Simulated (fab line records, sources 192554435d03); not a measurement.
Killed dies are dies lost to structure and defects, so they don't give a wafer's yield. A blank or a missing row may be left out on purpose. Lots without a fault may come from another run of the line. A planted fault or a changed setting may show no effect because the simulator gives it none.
Which tool did it? | flow n5_finfet | 10 lots, 30 wafers sampled, at 2 steps of a route of 1938

WHAT THE GAUGES READ, wafer by wafer
N5_FIN_SAQP_INSPECT_18: inspects for defects (brightfield).
lot  | measured    | on                | raw_defect_count
L807 | day 1 23:21 | defect_inspect-01 | 280 293 266
L811 | day 2 22:08 | defect_inspect-01 | 551 434 319
L816 | day 4 04:05 | defect_inspect-02 | 582 363 387
L822 | day 5 15:46 | defect_inspect-02 | 252 275 237
L823 | day 5 21:56 | defect_inspect-01 | 969 775 822
L824 | day 6 03:49 | defect_inspect-02 | 782 695 791
L825 | day 6 10:40 | defect_inspect-02 | 779 872 977
L828 | day 7 05:53 | defect_inspect-01 | 397 547 496
L829 | day 7 10:01 | defect_inspect-02 | 441 506 468
L830 | day 7 16:34 | defect_inspect-02 | 369 378 391

WHICH TOOL RAN EACH LOT (tool, then ch and the chambers of the sampled wafers, then the start)
lot  | N5_FIN_SAQP_PRECLEAN_00
L807 | wet_bench-01 ch 3,5,6, day 1 20:47
L811 | wet_bench-01 ch 1,6,7, day 2 20:44
L816 | wet_bench-01 ch 0,5,6, day 4 02:31
L822 | wet_bench-02 ch 1,4,5, day 5 14:20
L823 | wet_bench-01 ch 0,1,5, day 5 20:32
L824 | wet_bench-01 ch 1,3,4, day 6 02:31
L825 | wet_bench-01 ch 0,6,7, day 6 09:15
L828 | wet_bench-02 ch 3,5,7, day 7 03:43
L829 | wet_bench-04 ch 0,5,6, day 7 08:21
L830 | wet_bench-02 ch 0,2,4, day 7 14:53
- N5_FIN_SAQP_PRECLEAN_00: cleans in SC1, time 60 s.

THE ANSWER, worked out from the rows above alone
Rule: what is usual is taken from the lots themselves. Put in order of their means at a reading, lots are off if they are a third of the lots or fewer, leave a main group of 4 or more, and stand apart from it by a gap of 3 or more times the standard deviation of the main group's means; of several such gaps the widest counts. A main group whose means are all the same, to the digits that the tables above print for the reading, isn't used. A lot without any number at a reading at which 4 lots or more have one is off too. The other lots that the step has rows for count as sound.
Off: L823, L824, L825, at N5_FIN_SAQP_INSPECT_18 (raw_defect_count). The main group: mean 392, standard deviation 85.
A tool fits if, at a process step before that reading, it ran every lot that is off, and no sound lot after the first of them. The gauges at N5_FIN_SAQP_INSPECT_18 are tried like those tools. One fits: wet_bench-01 at N5_FIN_SAQP_PRECLEAN_00. Its last sound lot is L816 (day 4 02:31), its first lot that is off L823 (day 5 20:32): a fault that began between those two fits.

WHAT THE SIMULATOR HAD PUT IN
Chamber particle source: wet_bench-01, from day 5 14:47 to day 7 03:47, at N5_FIN_SAQP_PRECLEAN_00. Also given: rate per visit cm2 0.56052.
Lots struck among those shown: L823, L824, L825. The rule above found the same.
